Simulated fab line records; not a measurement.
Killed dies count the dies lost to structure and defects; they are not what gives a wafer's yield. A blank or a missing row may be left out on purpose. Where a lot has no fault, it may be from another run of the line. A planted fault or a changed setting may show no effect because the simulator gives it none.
Chamber matching    flow n5-finfet    4 sister chambers for N5_FIN_SAQP_STRIP_77 on rie-diel-04
The step strips in N2/H2, time 90 s. 4 wafers are shown with their chamber, then 7 later ones without.

== WAFERS, EACH WITH ITS CHAMBER ==
wafer   chamber  showerhead-plenum-p-Torr (Torr)
L082.1  1        3.50
L082.2  2        3.34
L083.1  3        3.34
L083.3  0        3.38

== WAFERS WITH NO CHAMBER GIVEN ==
wafer   showerhead-plenum-p-Torr (Torr)
L083.4  3.34
L086.1  3.37
L086.2  3.33
L086.4  3.50
L094.3  3.33
L094.4  3.36
L094.6  3.33

== WHICH CHAMBER EACH ONE RAN IN ==
wafer   from the rows above           in truth
L083.4  can't be placed: 2 or 3       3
L086.1  can't be placed: 0 or 2 or 3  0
L086.2  can't be placed: 2 or 3       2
L086.4  1                             1
L094.3  can't be placed: 2 or 3       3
L094.4  can't be placed: 0 or 2 or 3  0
L094.6  can't be placed: 2 or 3       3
Correctly placed: 1 of 7. Cannot be placed on the basis of these rows: 6; the candidates contain the true chamber in 6. 0 placed wrongly.
How it was worked out, from the rows above alone: a wafer's distance from a chamber is the root of the sum, over the readings, of the square of ((its reading less the chamber's mean) divided by the reading's scatter). The wafer belongs to the nearest chamber; if the next one is less than 2 further off, it can't be placed. A chamber's mean is the mean of its shown wafers. The scatter: root of mean squared gap, hidden wafer to nearest shown wafer, with one shown wafer a chamber.
